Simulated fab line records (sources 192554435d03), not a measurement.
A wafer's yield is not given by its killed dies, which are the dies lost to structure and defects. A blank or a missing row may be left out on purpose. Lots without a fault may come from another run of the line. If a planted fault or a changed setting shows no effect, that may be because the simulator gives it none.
Split-lot trial -- flow n5Finfet -- on a route of 1938 steps: 7 lots, 21 wafers read

== ABOUT THE SPLIT ==
At N5_PASSIVATION_ETCH_54 (etches SiO2 in CHF3/O2, target depth 880 nm, time 440 s), the setting sourceW was moved away from the recipe's 650 W on 9 of the 21 wafers read, by -12.9% to +17.6%. All remaining wafers had this setting at the recipe value.

The reading is taken at the split's own step.

== THE READING ==
rfVppV, in V, at N5_PASSIVATION_ETCH_54 (etches SiO2 in CHF3/O2, target depth 880 nm, time 440 s). A value of 522 V with a standard deviation of 9.5 V is what fault-free wafers of this fab line usually give.

wafer,"tool, chamber at the split","sourceW as run, W",against the recipe,"rfVppV, V",against lot-mates on the recipe
L077.2,"rieDiel-01, 0",650,recipe,533,-
L077.3,"rieDiel-01, 3",650,recipe,517,-
L077.5,"rieDiel-01, 3",706.1,+8.6%,497,-28
L080.2,"rieDiel-01, 3",650,recipe,516,-
L080.4,"rieDiel-01, 2",566,-12.9%,575,+59
L080.6,"rieDiel-01, 2",566,-12.9%,574,+58
L083.3,"rieDiel-04, 3",650,recipe,519,-
L083.5,"rieDiel-04, 2",764.3,+17.6%,474,-45
L083.6,"rieDiel-04, 3",764.3,+17.6%,481,-38
L090.1,"rieDiel-02, 1",650,recipe,525,-
L090.3,"rieDiel-02, 0",650,recipe,515,-
L090.6,"rieDiel-02, 2",586.1,-9.8%,541,+21
L095.1,"rieDiel-04, 2",650,recipe,513,-
L095.2,"rieDiel-04, 1",650,recipe,506,-
L095.5,"rieDiel-04, 2",650,recipe,511,-
L096.2,"rieDiel-01, 1",737.5,+13.5%,495,-43
L096.3,"rieDiel-01, 2",650,recipe,538,-
L096.6,"rieDiel-01, 3",737.5,+13.5%,488,-50
L097.1,"rieDiel-02, 3",650,recipe,524,-
L097.2,"rieDiel-02, 0",568.9,-12.5%,551,+28
L097.3,"rieDiel-02, 1",650,recipe,522,-

FIT RESULTS
A straight line over all 21 wafers: rfVppV changes by -2.76 V for each +1% of sourceW; r = -0.93; the points scatter about the line by 9.7 V.
The same after taking each lot's own level away (the mean of its wafers on the recipe; 21 wafers): -3.08 V for each +1%; r = -0.96; scatter 8.8 V.
According to that fit, moving sourceW by its largest amount changes the reading by 54 V.
Measured against the standard deviation above, the lots' own levels, which go from 510.0 to 538.0 V, span 2.9 times it.
So the lot-to-lot level changes the slope: the two fits differ.
Check: for one of the wafers moved furthest among these (+17.6%), held out of the fit, the line's prediction against its lot-mates is -54.8 V. Against them it came out at -45 V.
Tool readings at the split's step, against how far the setting was moved: rfVppV r = -0.93.

== OTHER SPLITS APPLIED TO THESE WAFERS ==
These wafers also went through other splits before the reading. Each is held against what the fit with the lots' levels taken away leaves over:
other split on the same wafers,wafers away from the commonest value,r with rfVppV (lot level and that fit taken away)
N5_BEOL_M14_ILD_DEP_00 timeS,6,+0.10
N5_BEOL_M15_ETCH_61 biasW,6,+0.23
N5_MIM_BOT_ETCH_ETCH_00 icpW,6,+0.41
N5_PASSIVATION_EXPOSE_07 doseMj,9,+0.04

== THE WHOLE CHAIN: every reading that the file lists as answering this split, in the file's order ==
step,what it does,reading,change (the file's fit),r (the file's)
N5_PASSIVATION_ETCH_54,"etches SiO2 in CHF3/O2, target depth 880 nm, time 440 s",rfVppV,-2.95 V for each +1% of the setting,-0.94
N5_PASSIVATION_ETCH_54,"etches SiO2 in CHF3/O2, target depth 880 nm, time 440 s","PASSIVATION.featureDepthNm (the simulator's own value, which no gauge read)",+3.44 nm for each +1% of the setting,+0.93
N5_PASSIVATION_ETCH_54,"etches SiO2 in CHF3/O2, target depth 880 nm, time 440 s","etch.depthNm (the simulator's own value, which no gauge read)",+3.44 nm for each +1% of the setting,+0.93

== FILE'S OWN FIT ==
rfVppV changes by -2.95 V for each +1% of sourceW, r = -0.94.
